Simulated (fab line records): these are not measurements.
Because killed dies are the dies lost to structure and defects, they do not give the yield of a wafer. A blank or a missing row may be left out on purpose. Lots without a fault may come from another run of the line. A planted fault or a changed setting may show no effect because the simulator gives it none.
fab line records | flow nandHarc
record: lots: 13 wafers: 37 lastDay: 24
route steps=1159 shown A_CONTACT@945 A_BLC@979
lots that met no fault: from a run of the same line without faults
startH: hours from the record's opening day to when the first of the lot's shown wafers began | waitH: how many hours have passed since the lot's step before this one | " repeats the value in the row above | L1.1+2: a single row standing in for several wafers | - no value, or no start given | * or withheld: withheld | < > ~ a bound
route shown NAME@n: a module of which the file shows steps, and the number in the route of the first | usual: average and standard deviation across the fault-free wafers | same: alike in all rows | chamber/n: place in a boat | sites: each site's reading | _std_site: standard deviation across them | _edge_site: mean of outer sites minus mean of inner sites | radiusMm: for every site, how far away it sits from the centre of the wafer | mask NAME#n: copy n | behind: tool/chamber where the wafer was last shaped | hold: why the lot was held/for how many hours/how that ended | device: which transistor (n, p or np) failed to switch | end of line: the same wafers' tests at the end of the route | step lacking rows: just its recipe | killed: not the wafer's yield, but the dies lost to structure and defects at the first sort | map: a wafer's dies, marking killed ones x, the rest . and places with no die _
set.NAME: the setting the step ran with; set.NAME@STEP: the setting that earlier step ran with | model.NAME: the simulator's own value behind a step, which no gauge read
steps of the route over a sample of lots; a table a step, a row a wafer
services: when a tool's chamber went out of use (startH, in hours from the record's first day, below 0 if earlier), for how many hours, and the reason
== steps ==
step: NHARC_A_CONTACT_ETCH_136
recipe: sourceW: withheld pressureMtorr: 20 biasV: 3000 timeS: 132 targetDepthA: 12870 arFlowSccm: withheld c4f8FlowSccm: withheld o2FlowSccm: withheld chemistry: C4F8/O2/Ar
usual: runLengthS: 132/0
columns lot.wafer tool chamber startH waitH rfHoursCounterH runLengthS
L671.1 harCapEtch-02 1 387.43 0.1 14 132
L671.2 " 0 " " 14 132
L671.3 " 1 " " - 132
L670.1 harCapEtch-03 1 388.63 0.1 87 132
L670.5 " 1 " " - 132
L670.6 " 0 " " - 132
L673.2 harCapEtch-03 1 393.24 0.1 87 132
L673.1 " 0 " " 87 132
L673.6 " 1 " " - 132
L672.1 harCapEtch-02 0 396.61 0.1 16 132
L672.3 " 1 " " - 132
L672.5 " 0 " " - 132
L675.2 harCapEtch-01 1 398.81 0.1 58 132
L675.3 " 0 " " - 132
L675.6 " 1 " " - 132
L674.4 harCapEtch-03 0 418.19 0.1 - 132
L674.3 " 1 " " - 132
L674.6 " 0 " " - 132
L677.4 harCapEtch-03 1 430.06 0.1 - 132
L677.3 " 0 " " - 132
L677.6 " 1 " " - 132
L676.2 harCapEtch-03 1 436.77 0.1 93 132
L676.3 " 1 " " - 132
L676.4 " 0 " " - 132
L680.1 harCapEtch-03 0 441.37 0.1 94 132
L680.6 " 1 " " - 132
L680.5 " 0 " " - 132
L678.2 harCapEtch-02 0 442.97 0.1 24 132
L678.1 " 1 " " 24 132
L678.5 " 1 " " - 132
L683.1 harCapEtch-03 1 475.27 0.1 98 132
L683.2 " 0 " " 98 132
L683.3 " 0 " " - 132
L688.2 harCapEtch-01 0 501.84 0.1 73 132
L688.3 " 1 " " - 132
L692.2 harCapEtch-02 1 523.67 0.1 38 132
L692.3 " 1 " " - 132
step: NHARC_A_CONTACT_CD_MEAS_15
usual: cdNm: 89.8/0.61
columns lot.wafer tool chamber startH waitH cdNm
L671.1 cdSem-02 - 388.42 - 90.2
L671.2 " - " " 90.3
L671.3 " - " " 90.6
L670.1 cdSem-02 - 389.61 - 91.1
L670.5 " - " " 89.6
L670.6 " - " " 90.2
L673.1 cdSem-03 - 394.45 - 89.0
L673.2 " - " " 89.0
L673.6 " - " " 90.0
L672.1 cdSem-02 - 398.02 - 90.2
L672.3 " - " " 90.2
L672.5 " - " " 89.5
L675.2 cdSem-03 - 399.78 - 90.5
L675.3 " - " " 89.5
L675.6 " - " " 90.0
L674.3 cdSem-03 - 419.15 - 90.1
L674.4 " - " " 89.3
L674.6 " - " " 90.1
L677.3 cdSem-03 - 431.02 - 89.5
L677.4 " - " " 90.0
L677.6 " - " " 89.2
L676.2 cdSem-01 - 437.76 - 89.3
L676.3 " - " " 90.3
L676.4 " - " " 89.4
L680.1 cdSem-01 - 442.51 - 88.8
L680.5 " - " " 89.3
L680.6 " - " " 90.4
L678.1 cdSem-03 - 444.39 - 89.9
L678.2 " - " " 90.7
L678.5 " - " " 89.3
L683.1 cdSem-03 - 476.61 - 89.6
L683.2 " - " " 90.1
L683.3 " - " " 89.7
L688.2 cdSem-03 - 502.81 - 90.4
L688.3 " - " " 89.9
L692.2 cdSem-02 - 525.01 - 90.5
L692.3 " - " " 90.4
step: NHARC_A_BLC_ETCH_17
recipe: targetDepthA: 3900 overEtchFrac: 0.25 timeS: 609.38 ionEnergyEv: 200 n2FlowSccm: 150 h2FlowSccm: 150 arFlowSccm: 0 rfW: 400 biasW: 150 chemistry: N2/H2
usual: drypumpMotorCurrentA: 5.9/0.4 oesProductAu: 0.998/0.013 rfVppV: 429.8/2.6 runLengthS: 630.5/0.39 showerheadPlenumPTorr: 2.01/0.088 throttleValvePct: 14.170/0.0096
columns lot.wafer tool chamber startH waitH drypumpMotorCurrentA oesProductAu rfHoursCounterH rfVppV runLengthS showerheadPlenumPTorr throttleValvePct
L671.2 rieDiel-07 2 391.74 - 6.4 1.015 19 428.7 630.5 1.99 14.153
L671.1 " 0 " " 6.0 0.996 17 431.0 630.7 2.14 14.178
L671.3 " 1 " " 5.6 0.992 19 428.0 629.8 1.91 14.170
L670.1 rieDiel-11 2 395.95 - 5.3 0.990 2 428.7 631.4 1.99 14.154
L670.5 " 0 " " 5.8 1.011 - 432.9 630.8 2.10 14.171
L670.6 " 1 " " 6.4 0.999 - 432.9 630.2 2.10 14.175
L673.2 rieDiel-07 1 400.37 - 5.6 0.995 19 426.9 630.0 1.91 14.162
L673.1 " 2 " " 6.4 0.998 20 428.7 630.6 1.99 14.170
L673.6 " 1 " " 5.6 1.002 - 426.2 629.7 1.91 14.189
L672.1 rieDiel-11 1 401.36 - 6.4 1.013 2 433.0 630.7 2.10 14.163
L672.3 " 2 " " 5.3 0.990 2 430.4 631.1 1.99 14.175
L672.5 " 2 " " 5.3 0.998 - 430.5 631.2 1.99 14.187
L675.3 rieDiel-07 3 403.68 - 5.7 1.009 20 431.7 629.8 2.08 14.188
L675.2 " 0 " " 6.0 1.004 18 432.4 630.6 2.14 14.150
L675.6 " 1 " " 5.6 1.006 - 427.6 629.7 1.91 14.151
L674.3 rieDiel-11 1 422.59 - 6.4 1.018 5 430.6 630.6 2.10 14.168
L674.4 " 2 " " 5.3 0.995 - 429.4 631.2 1.99 14.169
L674.6 " 0 " " 5.8 1.015 - 433.4 630.4 2.10 14.162
L677.3 rieDiel-07 2 434.90 - 6.4 0.974 2 430.1 630.6 1.99 14.185
L677.4 " 3 " " 5.7 1.018 2 429.9 630.1 2.08 14.161
L677.6 " 2 " " 6.4 0.983 - 428.7 630.9 1.99 14.157
L676.4 rieDiel-07 2 447.95 - 6.4 0.992 3 429.9 630.4 1.99 14.170
L676.3 " 0 " " 6.0 1.014 3 433.2 630.4 2.14 14.153
L676.2 " 1 " " 5.6 1.009 3 427.0 629.9 1.91 14.177
L680.1 rieDiel-11 2 454.22 - 5.3 0.987 7 429.6 631.5 1.99 14.152
L680.5 " 3 " " 5.0 0.992 - 427.3 630.7 1.89 14.168
L680.6 " 0 " " 5.8 1.000 - 431.9 630.3 2.10 14.183
L678.2 rieDiel-07 3 454.98 - 5.7 1.024 4 432.4 630.2 2.08 14.168
L678.1 " 1 " " 5.6 1.001 4 427.0 630.1 1.91 14.170
L678.5 " 2 " " 6.5 0.979 - 428.9 630.6 1.99 14.160
L683.1 rieDiel-02 3 485.43 - 6.0 0.974 56 427.5 630.8 1.89 14.164
L683.3 " 0 " " 6.0 0.988 50 427.4 630.6 1.89 14.156
L683.2 " 1 " " 6.1 1.007 52 435.0 630.4 2.13 14.159
L688.2 rieDiel-07 0 516.59 - 6.0 1.008 10 432.4 530.3 2.14 14.169
L688.3 " 2 " " 6.4 0.973 10 429.8 630.4 1.99 14.178
L692.2 rieDiel-07 2 530.00 - 6.4 0.977 11 429.8 530.3 1.99 14.180
L692.3 " 0 " " 6.0 0.989 11 434.6 630.7 2.14 14.156
step: NHARC_A_BLC_CVD_24
recipe: targetThkA: 1500 tempC: 300 pressureTorr: 40 wf6FlowSccm: 40 h2FlowSccm: 1600 arFlowSccm: 1560 timeS: 434 material: W
usual: chamberPressureTorr: 39.99/0.084 heaterPowerW: 482/52 throttleValvePct: 8.03/0.27
columns lot.wafer tool chamber startH waitH chamberPressureTorr heaterPowerW throttleValvePct
L671.1 cvdW-01 0 - - 40.05 433 7.69
L671.2 " 1 " " 39.96 542 8.15
L671.3 " 1 " " 40.05 556 8.29
L670.1 cvdW-02 1 - - 40.17 444 7.96
L670.6 " 1 " " 39.98 438 8.16
L670.5 " 0 " " 39.83 455 7.66
L673.1 cvdW-01 1 - - 39.99 551 8.30
L673.2 " 0 " " 40.01 425 7.74
L673.6 " 0 " " 40.09 440 7.73
L672.1 cvdW-01 0 - - 39.98 427 8.12
L672.3 " 1 " " 40.06 549 8.09
L672.5 " 1 " " 39.94 552 8.13
L675.2 cvdW-01 1 - - 40.00 542 8.15
L675.3 " 1 " " 39.95 553 8.35
L675.6 " 1 " " 40.03 547 8.50
L674.3 cvdW-01 1 - - 39.96 551 8.34
L674.4 " 0 " " 40.00 446 8.15
L674.6 " 1 " " 40.03 552 8.24
L677.4 cvdW-01 1 - - 39.97 545 8.33
L677.3 " 0 " " 40.00 430 7.91
L677.6 " 1 " " 40.02 562 8.47
L676.2 cvdW-02 1 - - 40.01 442 8.27
L676.3 " 1 " " 39.90 449 7.94
L676.4 " 0 " " 39.98 451 7.51
L680.1 cvdW-01 1 - - 39.90 574 8.16
L680.5 " 1 " " 39.88 550 8.46
L680.6 " 1 " " 39.91 551 8.51
L678.1 cvdW-01 1 - - 39.94 564 8.33
L678.2 " 1 " " 40.01 548 8.25
L678.5 " 1 " " 40.03 548 8.17
L683.1 cvdW-01 1 - - 39.99 556 8.07
L683.2 " 0 " " 40.09 440 7.82
L683.3 " 0 " " 40.06 458 7.90
L688.2 cvdW-01 0 - - 39.96 439 7.64
L688.3 " 1 " " 40.10 535 8.01
L692.2 cvdW-01 1 - - 39.91 555 8.19
L692.3 " 0 " " 39.85 444 7.75
== services ==
columns tool chamber startH hours kind
rieDiel-11 - 366.56 9.0 pm
rieDiel-02 0 369.04 2.8 repair
rieDiel-02 1 376.46 9.8 repair
cvdW-02 - 376.59 13.0 pm
rieDiel-07 1 377.19 1.6 repair
rieDiel-02 2 382.81 3.4 repair
rieDiel-07 0 384.20 - clean
rieDiel-07 1 384.20 - clean
rieDiel-07 2 384.20 - clean
rieDiel-07 3 384.20 - clean
rieDiel-07 - 388.79 0.7 repair
rieDiel-07 - 405.20 9.0 pm
rieDiel-11 3 421.63 3.0 repair
cvdW-02 - 431.77 13.0 repair
rieDiel-02 2 457.30 9.3 repair
cvdW-01 - 481.79 13.0 pm
cvdW-01 0 481.79 13.0 ventCycle
cvdW-01 1 481.79 13.0 ventCycle
cvdW-01 0 494.79 - clean
cvdW-01 1 494.79 - clean
rieDiel-11 2 500.99 8.2 repair
rieDiel-02 - 504.75 9.0 pm
rieDiel-07 - 520.18 6.1 repair
cvdW-02 0 531.78 15.9 repair
== key ==
firstSign: step: NHARC_A_BLC_ETCH_17 reading: runLengthS direction: down sigmas: 99+ usual: * struck: *
effect none on later readings
metAt NHARC_A_BLC_ETCH_17
struckLots L688,L692
struckWafers L688.2,L692.2
testerLeftOut L688,L692
notActingAt NHARC_A_CONTACT_ETCH_136,NHARC_A_CONTACT_CD_MEAS_15,NHARC_A_BLC_CVD_24
onsetBetween 454.98 516.59
fault: kind: processParameterDrift tool: rieDiel-07 chamber: - onsetH: 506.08 steps: NHARC_A_BLC_ETCH_17 channel: timeS offset: * shape: step endH: 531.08 scope: struckWafersOnly actsIn: * stated: *
testerLeftOut: of these lots the tester's yield and bins aren't shown, on N5 and GAA mostly nor the transistor test; their killed dies are dies lost to structure and defects alone, not to doping, threshold or leakage, so they don't give the yield
